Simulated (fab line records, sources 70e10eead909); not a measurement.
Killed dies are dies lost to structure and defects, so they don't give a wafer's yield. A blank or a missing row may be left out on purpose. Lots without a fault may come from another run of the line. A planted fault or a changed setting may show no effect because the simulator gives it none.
Chamber matching | flow nand_harc | NHARC_A_ONON_D1_DEP_33 on pecvd-02: 3 sister chambers
The step deposits SiO2, target thk 200 nm. 20 wafers are shown with their chamber, then 10 later ones without.

WAFERS WITH THEIR CHAMBER
wafer  | chamber | heater_power_w (W) | heater_power_outer_w (W) | susceptor_temp_C (C)
L075.1 | 1       | 452                | 204                      | 400.22
L075.3 | 2       | 745                | 394                      | 400.04
L075.4 | 1       | 450                | 212                      | 400.24
L079.1 | 0       | 568                | 321                      | 399.88
L079.4 | 1       | 424                | 188                      | 399.63
L079.5 | 2       | 685                | 330                      | 399.83
L078.2 | 0       | 606                | 330                      | 399.79
L078.5 | 1       | 446                | 205                      | 399.97
L078.6 | 2       | 789                | 396                      | 399.98
L082.1 | 2       | 688                | 328                      | 400.09
L082.2 | 1       | 427                | 183                      | 399.84
L082.6 | 2       | 710                | 327                      | 399.93
L085.2 | 2       | 747                | 358                      | 399.76
L085.3 | 0       | 572                | 322                      | 399.89
L085.4 | 1       | 376                | 144                      | 400.14
L087.2 | 2       | 664                | 296                      | 400.34
L087.3 | 1       | 462                | 205                      | 399.82
L087.4 | 2       | 652                | 311                      | 400.61
L088.2 | 1       | 499                | 228                      | 399.93
L088.5 | 1       | 496                | 237                      | 400.04

SIGNATURES (means of the wafers above)
reading              | chamber 0 | chamber 1 | chamber 2 | scatter within a chamber
heater_power_w       | 582.00    | 448.00    | 710.00    | 40.3
heater_power_outer_w | 324.33    | 200.67    | 342.50    | 30.2
susceptor_temp_C     | 399.8533  | 399.9811  | 400.0725  | 0.227
Rule: a wafer's distance from a chamber is the root of the sum, over the readings, of the square of ((its reading less the chamber's mean) divided by the reading's scatter). The wafer belongs to the nearest chamber; if the next one is less than 2 further off, it can't be placed. The scatter: the root of (the sum of the squares of (reading less its chamber's mean) over the shown wafers, divided by (wafers less chambers)).

WAFERS WITHOUT THEIR CHAMBER
wafer  | heater_power_w (W) | heater_power_outer_w (W) | susceptor_temp_C (C)
L088.6 | 486                | 262                      | 399.94
L091.2 | 397                | 166                      | 400.23
L091.3 | 590                | 322                      | 400.14
L091.4 | 409                | 172                      | 400.08
L093.2 | 497                | 245                      | 400.35
L093.4 | 666                | 310                      | 400.19
L093.5 | 487                | 235                      | 399.57
L096.1 | 497                | 247                      | 399.88
L096.3 | 697                | 340                      | 399.80
L096.5 | 385                | 154                      | 400.10

WHICH CHAMBER EACH WENT THROUGH
wafer  | from the rows above     | in truth
L088.6 | can't be placed: 1 or 0 | 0
L091.2 | 1                       | 1
L091.3 | can't be placed: 0 or 2 | 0
L091.4 | 1                       | 1
L093.2 | can't be placed: 1 or 0 | 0
L093.4 | can't be placed: 2 or 0 | 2
L093.5 | can't be placed: 1 or 0 | 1
L096.1 | can't be placed: 1 or 0 | 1
L096.3 | can't be placed: 2 or 0 | 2
L096.5 | 1                       | 1
Placed correctly: 3 of 10. Can't be placed from these rows: 7 (the true chamber is among the candidates in 7). Placed wrongly: 0.
